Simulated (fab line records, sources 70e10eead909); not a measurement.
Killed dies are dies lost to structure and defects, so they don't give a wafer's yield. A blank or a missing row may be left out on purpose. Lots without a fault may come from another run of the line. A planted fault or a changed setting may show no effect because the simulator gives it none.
A struck lot beside a sound one | flow nand_harc | 11 steps out of a route of 1159
Sound: wafers L165.2, L165.3, L165.6. Struck: wafers L166.3, L166.5, L166.6. The cause comes at the end.
At each step with rows: each side's tool, then ch and its chambers, then its first start. Under that, the readings that differ: sound wafers | struck wafers | difference of the means | sigmas: that difference in standard deviations of wafers without a fault.
alike: readings whose means differ by less than 2 such deviations, and words and numbers that are the same on both sides. not compared: withheld readings, readings that some wafer has no value for, bounds like >300 that may hide the same value, and numbers for which the record gives no deviation and whose values overlap.
The two part at a step that has a row with sigmas, a row that says differs or no value, or rows on one side only. Numbers that don't overlap but have no deviation are shown without sigmas and don't part them. A reading that every wafer of one side lacks parts them only if that side has two wafers or more.

first, 1 step without rows for these wafers: NHARC_A_WL_FILL_CVD_23 (deposits poly-Si, target thk 40 nm, time 800 s).
NHARC_A_WL_FILL_ETCHBACK_26: etches the open film in HBr, target depth 52 nm, time 13.3 s.
  sound on rie_si-03 ch 1,3, day 18 00:56; struck on rie_si-03 ch 1,2,3, day 19 05:01
  reading                | sound                | struck               | difference | sigmas
  throttle_valve_pct (%) | 23.246 23.262 23.244 | 23.272 23.288 23.275 | +0.028     | +3
  alike: drypump_motor_current_A, oes_product_au
  not compared: rf_hours_counter_h
then, 2 steps without rows for these wafers: NHARC_A_WL_FILL_PRECLEAN_30 (cleans in dHF, time 10 s); NHARC_A_WL_FILL_SRD_14.
NHARC_A_WL_FILL_ALD_19: deposits TiN, target thk 2 nm, pulse time 3 s, ald cycles 100.
  sound on ald_metal-01 ch 1,2,3, day 18 01:14; struck on ald_metal-03 ch 0,1,2, day 19 05:17
  alike: heater_power_outer_w, heater_power_w, precursor_pulse_height_rel
NHARC_A_WL_FILL_CVD_20: deposits W, target thk 75 nm, time 5064 s.
  sound on cvd_w-01 ch 0,1; struck on cvd_w-01 ch 0,1
  alike: heater_power_outer_w, heater_power_w, throttle_valve_pct
NHARC_A_WL_FILL_CMP_12: polishes, t overpolish 30 s, target thk 75 nm.
  sound on cmp-01 ch 0,2, day 18 06:28; struck on cmp-04 ch 0,1,3, day 19 10:41
  alike: motor_current_A, overpolish_run_s, time_to_endpoint_s
  not compared: pad_life_wafers
then, 1 step without rows for these wafers: NHARC_A_WL_FILL_SRD_31.
NHARC_A_WL_FILL_INSPECT_15:
  sound on defect_inspect-01, day 18 06:56; struck on defect_inspect-01, day 19 11:07
  alike: raw_defect_count
NHARC_A_CONTACT_DEP_24: deposits SiO2, target thk 500 nm.
  sound on pecvd-03 ch 0,2, day 18 07:00; struck on pecvd-04 ch 0,2, day 19 11:41
  no value came back on the struck wafers for any of 5 readings (chamber_pressure_Torr (Torr), flow_sccm (sccm) and others); on the sound wafers chamber_pressure_Torr (Torr) reads 6.513 6.473 6.503
NHARC_END_SORT_01:
  the record has rows for the sound wafers here (prober-02 ch 0, day 21 13:35) and none for the struck ones

WHERE THEY PART
First at NHARC_A_WL_FILL_ETCHBACK_26; last, within this record, at NHARC_END_SORT_01.

WHY: what the simulator had put in
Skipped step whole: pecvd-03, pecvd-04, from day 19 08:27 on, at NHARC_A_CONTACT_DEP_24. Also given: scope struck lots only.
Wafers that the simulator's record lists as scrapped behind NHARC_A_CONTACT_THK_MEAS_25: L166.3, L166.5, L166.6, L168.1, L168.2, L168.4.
